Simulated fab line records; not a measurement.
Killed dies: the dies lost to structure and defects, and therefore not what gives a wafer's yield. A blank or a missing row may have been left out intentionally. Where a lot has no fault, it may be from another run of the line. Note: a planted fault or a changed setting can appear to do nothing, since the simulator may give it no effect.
fab line records	flow n5_finfet
record: lots: 6	wafers: 18	last_day: 17
route steps=1938 shown WELL_APT@27 BEOL_M4@1111 PASSIVATION@1936
lots untouched by any fault: they come from a run of this same line in which no faults occurred
start_h: hours from the record's opening day to when the first of the lot's shown wafers began	wait_h: how many hours have passed since the lot's step before this one	" unchanged from the row above	L1.1+2: a single row standing in for several wafers	- either no value or no given start	* or withheld: withheld	< > ~ a bound
route shown NAME@n: names a module that has steps shown in the file, with the first one's number in the route	usual: mean and standard deviation over wafers with no fault	same: alike in all rows	chamber/n: place in a boat	sites: each site's reading	_std_site: their standard deviation	_edge_site: mean of outer sites minus mean of inner sites	radius_mm: for every site, how far away it sits from the centre of the wafer	mask NAME#n: copy n	behind: the last tool/chamber to shape the wafer	hold: why the lot went on hold/how many hours it stayed there/how the hold came to an end	device: transistor that didn't switch, given as n, p or np	end of line: the tests these same wafers got at the end of their route	step lacking rows: just its recipe	killed: count of dies lost to structure and defects at first sort (not the wafer's yield)	map: a wafer's dies, x killed, . not, _ none there
set.NAME: the setting that was run; set.NAME@STEP: the one run at that earlier step	model.NAME: the simulator's own value behind a step, which no gauge read
a table for each step, a row for each wafer; lots at some steps of the route
services: from which hour (start_h, from the record's first day; less than 0 if before it) a tool's chamber was out of use, for how many hours, and why
== steps ==
step: N5_WELL_APT_HARDBAKE_12
recipe: temp_c: 130	time_s: 120
step: N5_WELL_APT_CD_MEAS_08
recipe: target_cd_nm: 200	landing_energy_ev: 500	detector: se_inlens
usual: cd_nm: 199.5/1.5
lot.wafer	tool	chamber	start_h	wait_h	cd_nm
L709.1	cd_sem-03	0	13.68	-	200.8
L709.4	"	0	"	"	201.1
L709.5	"	0	"	"	200.3
L714.1	cd_sem-02	0	43.73	-	200.6
L714.4	"	0	"	"	201.3
L714.5	"	0	"	"	200.8
L722.1	cd_sem-03	0	92.68	-	199.6
L722.4	"	0	"	"	198.2
L722.6	"	0	"	"	200.0
L723.1	cd_sem-03	0	97.64	-	200.0
L723.2	"	0	"	"	200.3
L723.4	"	0	"	"	200.9
L728.2	cd_sem-02	0	127.56	-	200.7
L728.4	"	0	"	"	199.5
L728.6	"	0	"	"	197.8
L731.2	cd_sem-01	0	145.99	-	198.0
L731.5	"	0	"	"	200.2
L731.6	"	0	"	"	198.4
step: N5_WELL_APT_OVL_MEAS_09
recipe: points_per_wafer: 44
usual: NWELL_OVL: 2/6.1
lot.wafer	tool	chamber	start_h	wait_h	NWELL_OVL[nm]
L709.1	overlay-01	0	13.71	0.0	1
L709.4	"	0	"	"	8
L709.5	"	0	"	"	6
L714.1	overlay-01	0	43.76	0.0	4
L714.4	"	0	"	"	1
L714.5	"	0	"	"	3
L722.1	overlay-02	0	92.71	0.0	3
L722.4	"	0	"	"	-7
L722.6	"	0	"	"	-5
L723.1	overlay-01	0	97.67	0.0	10
L723.2	"	0	"	"	4
L723.4	"	0	"	"	10
L728.2	overlay-01	0	127.59	0.0	0
L728.4	"	0	"	"	10
L728.6	"	0	"	"	9
L731.2	overlay-01	0	146.02	0.0	10
L731.5	"	0	"	"	7
L731.6	"	0	"	"	8
step: N5_WELL_APT_INSPECT_10
recipe: mode: adi	inspect_instrument: macro
usual: raw_defect_count: 2.0/1.5
lot.wafer	tool	chamber	start_h	wait_h	raw_defect_count
L709.1	defect_inspect-01	-	13.74	0.0	7
L709.4	"	-	"	"	1
L709.5	"	-	"	"	2
L714.1	defect_inspect-01	-	43.79	0.0	3
L714.4	"	-	"	"	2
L714.5	"	-	"	"	0
L722.1	defect_inspect-01	-	92.73	0.0	1
L722.4	"	-	"	"	3
L722.6	"	-	"	"	2
L723.1	defect_inspect-01	-	97.69	0.0	1
L723.2	"	-	"	"	0
L723.4	"	-	"	"	1
L728.2	defect_inspect-01	-	127.61	0.0	3
L728.4	"	-	"	"	0
L728.6	"	-	"	"	3
L731.2	defect_inspect-02	-	146.04	0.0	0
L731.5	"	-	"	"	1
L731.6	"	-	"	"	0
step: N5_WELL_APT_DESCUM_13
recipe: chemistry: O2	time_s: 7.9	source_power_w: 50	bias_power_w: 20	pressure_mtorr: 20	rf_frequency_hz: 2.712e+07	temp_c: 40	o2_flow_sccm: 225
usual: drypump_motor_current_A: 5.8/0.57	oes_product_au: 0.80/0.071	rf_vpp_V: 243.0/1.2	showerhead_plenum_p_Torr: 2.09/0.059	throttle_valve_pct: 20.52/0.28
lot.wafer	tool	chamber	start_h	wait_h	drypump_motor_current_A	oes_product_au	rf_hours_counter_h	rf_vpp_V	showerhead_plenum_p_Torr	throttle_valve_pct
L709.1	rie_diel-04	0	13.77	0.0	6.8	0.76	143	241.6	2.01	20.74
L709.4	"	1	"	"	6.0	0.77	158	243.0	2.11	20.84
L709.5	"	0	"	"	6.8	0.76	-	242.6	2.01	20.72
L714.1	rie_diel-04	3	44.05	0.3	5.3	0.81	123	240.7	2.03	20.56
L714.4	"	0	"	"	6.8	0.75	156	241.4	2.01	20.74
L714.5	"	0	"	"	6.8	0.74	-	242.1	2.01	20.74
L722.1	rie_diel-02	1	92.77	0.0	6.6	0.75	135	244.1	2.09	20.60
L722.4	"	2	"	"	5.8	0.78	144	245.3	2.18	20.41
L722.6	"	1	"	"	6.6	0.75	-	243.5	2.09	20.59
L723.1	rie_diel-01	2	97.73	0.0	5.1	0.82	67	242.2	2.04	20.42
L723.2	"	1	"	"	5.5	0.86	43	243.7	2.16	20.38
L723.4	"	3	"	"	6.2	0.86	35	243.7	2.12	19.89
L728.2	rie_diel-02	0	127.65	0.0	5.6	0.73	221	242.9	2.17	20.79
L728.4	"	2	"	"	5.9	0.77	157	244.4	2.18	20.41
L728.6	"	3	"	"	5.0	0.75	-	245.1	2.07	20.68
L731.2	rie_diel-01	3	146.21	0.2	6.2	0.83	52	243.4	2.12	19.92
L731.5	"	2	"	"	5.1	0.82	-	242.4	2.04	20.44
L731.6	"	1	"	"	5.5	0.84	-	241.9	2.15	20.40
step: N5_WELL_APT_IMPLANT_14
recipe: species: P	energy_kev: 160	dose_cm2: 1.5e+13	tilt_deg: 0	rotation_deg: 0
step: N5_WELL_APT_IMPLANT_15
recipe: species: As	energy_kev: 25	dose_cm2: 1.5e+13	tilt_deg: 0	rotation_deg: 0
step: N5_WELL_APT_STRIP_16
recipe: chemistry: SPM	time_s: 900	temp_c: 130	h2so4_h2o2_vol_ratio: 4	dry: ipa_marangoni
step: N5_WELL_APT_HMDS_18
recipe: time_s: 60	temp_c: 120
step: N5_WELL_APT_COAT_19
recipe: spin_rpm: 1357	resist_thk_nm: 950
step: N5_WELL_APT_EBR_21
recipe: solvent: PGMEA	ebr_width_mm: 1.5
step: N5_WELL_APT_SOFTBAKE_20
recipe: temp_c: 130	time_s: 60
step: N5_WELL_APT_EXPOSE_22
recipe: mask_id: PWELL	na: 0.8	source_shape: conventional	sigma_outer: 0.8	polarization: unpolarized	defocus_nm: 0	target_cd_nm: 200	dose_mj: 23.2
lot.wafer	tool	chamber	start_h	wait_h	mask	model.WELL_APT.overlay_x_nm
L709.1+4+5	krf_scanner-01	0	14.76	-	PWELL#0	-5.001
L714.1+4+5	krf_scanner-02	0	44.91	-	PWELL#0	1.186
L722.1+4+6	krf_scanner-02	0	93.63	-	PWELL#0	55.55
L723.1+2+4	krf_scanner-02	0	98.59	-	PWELL#0	47.26
L728.2+4+6	krf_scanner-01	0	128.53	-	PWELL#0	-3.321
L731.2+5+6	krf_scanner-01	0	147.22	-	PWELL#0	-0.005591
step: N5_WELL_APT_PEB_23
recipe: peb_temp_c: 130	peb_time_s: 90
step: N5_WELL_APT_DEVELOP_24
recipe: develop_time_s: 45	rinse_liquid: surfactant_rinse	dry: air_spin	dev_temp_c: 21
step: N5_WELL_APT_HARDBAKE_29
recipe: temp_c: 130	time_s: 120
step: N5_WELL_APT_CD_MEAS_25
recipe: target_cd_nm: 200	landing_energy_ev: 500	detector: se_inlens
usual: cd_nm: 199.7/1.9
lot.wafer	tool	chamber	start_h	wait_h	cd_nm
L709.1	cd_sem-01	0	14.93	-	200.3
L709.4	"	0	"	"	199.4
L709.5	"	0	"	"	198.3
L714.1	cd_sem-02	0	45.08	-	201.8
L714.4	"	0	"	"	203.4
L714.5	"	0	"	"	200.9
L722.1	cd_sem-02	0	93.80	-	199.5
L722.4	"	0	"	"	197.9
L722.6	"	0	"	"	202.3
L723.1	cd_sem-01	0	98.76	-	197.5
L723.2	"	0	"	"	199.1
L723.4	"	0	"	"	201.5
L728.2	cd_sem-02	0	128.70	-	200.6
L728.4	"	0	"	"	200.6
L728.6	"	0	"	"	202.0
L731.2	cd_sem-03	0	147.39	-	195.9
L731.5	"	0	"	"	197.8
L731.6	"	0	"	"	198.6
step: N5_WELL_APT_OVL_MEAS_26
recipe: points_per_wafer: 44
usual: PWELL_OVL: 0/6.2
lot.wafer	tool	chamber	start_h	wait_h	PWELL_OVL[nm]
L709.1	overlay-01	0	14.96	0.0	-5
L709.4	"	0	"	"	-5
L709.5	"	0	"	"	-7
L714.1	overlay-01	0	45.11	0.0	2
L714.4	"	0	"	"	12
L714.5	"	0	"	"	-3
L722.1	overlay-01	0	93.83	0.0	55
L722.4	"	0	"	"	56
L722.6	"	0	"	"	59
L723.1	overlay-02	0	98.79	0.0	41
L723.2	"	0	"	"	56
L723.4	"	0	"	"	55
L728.2	overlay-02	0	128.72	0.0	-10
L728.4	"	0	"	"	-7
L728.6	"	0	"	"	-3
L731.2	overlay-01	0	147.42	0.0	0
L731.5	"	0	"	"	-8
L731.6	"	0	"	"	6
step: N5_WELL_APT_INSPECT_27
recipe: mode: adi	inspect_instrument: macro
usual: raw_defect_count: 2.0/1.4
lot.wafer	tool	chamber	start_h	wait_h	raw_defect_count
L709.1	defect_inspect-01	-	14.98	0.0	5
L709.4	"	-	"	"	1
L709.5	"	-	"	"	1
L714.1	defect_inspect-01	-	45.13	0.0	3
L714.4	"	-	"	"	1
L714.5	"	-	"	"	0
L722.1	defect_inspect-01	-	93.85	0.0	5
L722.4	"	-	"	"	4
L722.6	"	-	"	"	0
L723.1	defect_inspect-02	-	98.82	0.0	2
L723.2	"	-	"	"	1
L723.4	"	-	"	"	1
L728.2	defect_inspect-02	-	128.75	0.0	5
L728.4	"	-	"	"	2
L728.6	"	-	"	"	1
L731.2	defect_inspect-02	-	147.44	0.0	2
L731.5	"	-	"	"	1
L731.6	"	-	"	"	1
step: N5_BEOL_M4_RC_MEAS_101
usual: DIBL_N: 36.4/1.7	DIBL_P: 36.4/2.1	IOFF_N: 0.16/0.035	IOFF_P: 0.21/0.035	ION_N: 680/11	ION_P: 465/6.8	SS_N: 71.5/0.58	SS_P: 73.2/0.72	VT_N: 249/3.6	VT_P: -250/3.1
lot.wafer	tool	chamber	start_h	wait_h	DIBL_N[mV/V]	DIBL_P[mV/V]	IOFF_N[nA/um]	IOFF_P[nA/um]	ION_N[uA/um]	ION_P[uA/um]	SS_N[mV/dec]	SS_P[mV/dec]	VT_N[mV]	VT_P[mV]
L709.1	prober-02	0	179.95	0.0	36.9	33.9	0.14	0.15	669	454	71.6	73.0	252	-256
L709.4	"	0	"	"	37.0	34.7	0.13	0.17	674	463	71.0	72.5	253	-257
L709.5	"	0	"	"	36.3	34.0	0.13	0.16	675	455	71.1	73.0	253	-254
L714.1	prober-02	0	209.34	0.0	35.2	36.3	0.14	0.19	671	461	71.4	72.7	249	-254
L714.4	"	0	"	"	38.1	38.2	0.19	0.22	691	470	71.7	73.9	251	-252
L714.5	"	0	"	"	32.7	32.5	0.11	0.14	664	453	70.7	71.8	255	-255
L722.1	prober-02	0	252.01	0.0	36.0	35.4	0.16	0.23	673	471	71.6	73.0	247	-245
L722.4	"	0	"	"	35.6	35.3	0.16	0.23	687	474	71.0	73.0	247	-247
L722.6	"	0	"	"	37.2	36.3	0.18	0.25	691	471	71.8	73.1	245	-247
L723.1	prober-01	0	256.36	0.0	38.0	39.4	0.18	0.23	689	468	71.3	74.0	247	-252
L723.2	"	0	"	"	36.8	37.1	0.15	0.18	663	451	71.1	73.1	253	-254
L723.4	"	0	"	"	35.9	36.7	0.14	0.18	674	464	70.7	73.3	251	-253
L728.2	prober-01	0	296.90	0.2	40.0	37.8	0.22	0.26	697	471	72.5	74.2	245	-247
L728.4	"	0	"	"	36.0	32.5	0.14	0.18	663	458	71.5	72.3	251	-254
L728.6	"	0	"	"	36.9	34.8	0.17	0.21	686	470	71.1	73.2	246	-251
L731.2	prober-01	0	306.27	0.7	37.3	36.7	0.16	0.23	682	467	71.7	72.8	249	-247
L731.5	"	0	"	"	35.5	34.1	0.14	0.19	683	469	71.3	73.1	252	-251
L731.6	"	0	"	"	37.7	37.6	0.17	0.25	686	471	71.9	73.9	249	-247
step: N5_PASSIVATION_PROBE_49
usual: defect_limited_yield: 91.3/1.4	killed_at_M0_to_M3: 36/11	killed_at_M4_up: 13/5.2	killed_at_contacts: 13/6.5	killed_at_front_end: 37/11	killed_at_other: 3.6/2.9	killed_dies: 103/17	killed_open: 68/12	killed_short: 33/7.3	sort_bin_5_function: 5.2/0.91	sort_bin_6_memory: 3.2/0.67	sort_n_pass: 1077/17	sort_yield_pct: 91.3/1.4
same: gross_dies: 1180	killed_at_back_side: 0	sort_bin_4_leakage[%]: 0	sort_bin_8_speed[%]: 0
lot.wafer	tool	chamber	start_h	wait_h	defect_limited_yield[%]	killed_at_M0_to_M3	killed_at_M4_up	killed_at_contacts	killed_at_front_end	killed_at_other	killed_dies	killed_open	killed_short	sort_bin_5_function[%]	sort_bin_6_memory[%]	sort_n_pass	sort_yield_pct[%]
L714.1	prober-01	-	320.31	0.0	89.8	46	18	9	37	10	120	83	29	5.8	3.3	1060	89.8
L714.4	prober-01	-	320.46	0.2	90.3	52	10	12	39	1	114	76	38	5.0	4.3	1066	90.3
L714.5	prober-01	-	320.51	0.2	88.7	64	15	6	44	4	133	95	38	6.9	3.8	1047	88.7
killed by level:class
L714.1 BEOL_M2:geometric_particle:open=14 BEOL_M3:geometric_particle:open=13 BEOL_M4:geometric_particle:open=10 HKMG_FIN:area_etch=8 STI_FIN_REVEAL:geometric_particle:open=7 FIN_SAQP:geometric_particle:open=6 FIN_SAQP:geometric_particle:short=6 BEOL_M0_SAQP:geometric_particle:open=6
L714.4 BEOL_M0_SAQP:geometric_particle:open=14 BEOL_M2:geometric_particle:open=13 BEOL_M0_SAQP:geometric_particle:short=12 FIN_SAQP:geometric_particle:open=10 MOL_CONTACT_COAG:geometric_particle:open=10 FIN_SAQP:geometric_particle:short=7 BEOL_M4:geometric_particle:open=6 BEOL_M3:geometric_particle:open=5
L714.5 BEOL_M2:geometric_particle:open=20 STI_FIN_REVEAL:geometric_particle:open=17 BEOL_M3:geometric_particle:open=13 BEOL_M0_SAQP:geometric_particle:open=9 FIN_SAQP:geometric_particle:open=8 BEOL_M0_SAQP:geometric_particle:short=8 FIN_SAQP:geometric_particle:short=7 BEOL_M1:geometric_particle:open=5
== services ==
tool	chamber	start_h	hours	kind
krf_scanner-01	0	-10.15	-	calibration
rie_diel-02	2	-8.22	13.3	repair
krf_scanner-01	-	4.30	4.2	repair
rie_diel-01	-	5.08	2.8	pm
rie_diel-04	2	16.70	-	clean
rie_diel-04	2	16.70	-	consumable_replace:focus_ring
rie_diel-04	2	16.70	23.2	scheduled_down
rie_diel-04	2	16.70	23.2	vent_cycle
rie_diel-01	0	22.06	-	clean
krf_scanner-02	-	23.06	1.0	pm
krf_scanner-02	-	26.75	1.5	repair
rie_diel-02	2	33.11	2.0	repair
rie_diel-04	-	44.12	0.5	repair
krf_scanner-02	-	57.15	0.9	repair
krf_scanner-01	-	58.57	1.3	pm
rie_diel-04	3	59.49	4.5	repair
rie_diel-02	3	62.52	4.2	repair
krf_scanner-02	-	65.91	0.8	pm
krf_scanner-02	-	79.00	1.3	pm
krf_scanner-01	-	91.50	1.0	repair
krf_scanner-01	-	94.46	0.8	pm
krf_scanner-01	-	112.18	1.0	pm
krf_scanner-02	0	135.18	-	calibration
rie_diel-04	0	143.65	8.5	repair
== key ==
first_sign: step: N5_WELL_APT_OVL_MEAS_26	reading: PWELL_OVL	direction: up	sigmas: 8.7	usual: 0	struck: 54
effect none on later readings
model_effect: step: N5_WELL_APT_EXPOSE_22	value: WELL_APT.overlay_x_nm	without: 2.342	struck: 51.4
met_at N5_WELL_APT_EXPOSE_22
struck_wafers L722.1,L722.4,L722.6,L723.1,L723.2,L723.4
onset_between 44.91 93.63
fault: kind: scanner_matching_overlay	tool: krf_scanner-02	chamber: -	onset_h: 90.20	steps: N5_WELL_APT_EXPOSE_22	offset: 49.062
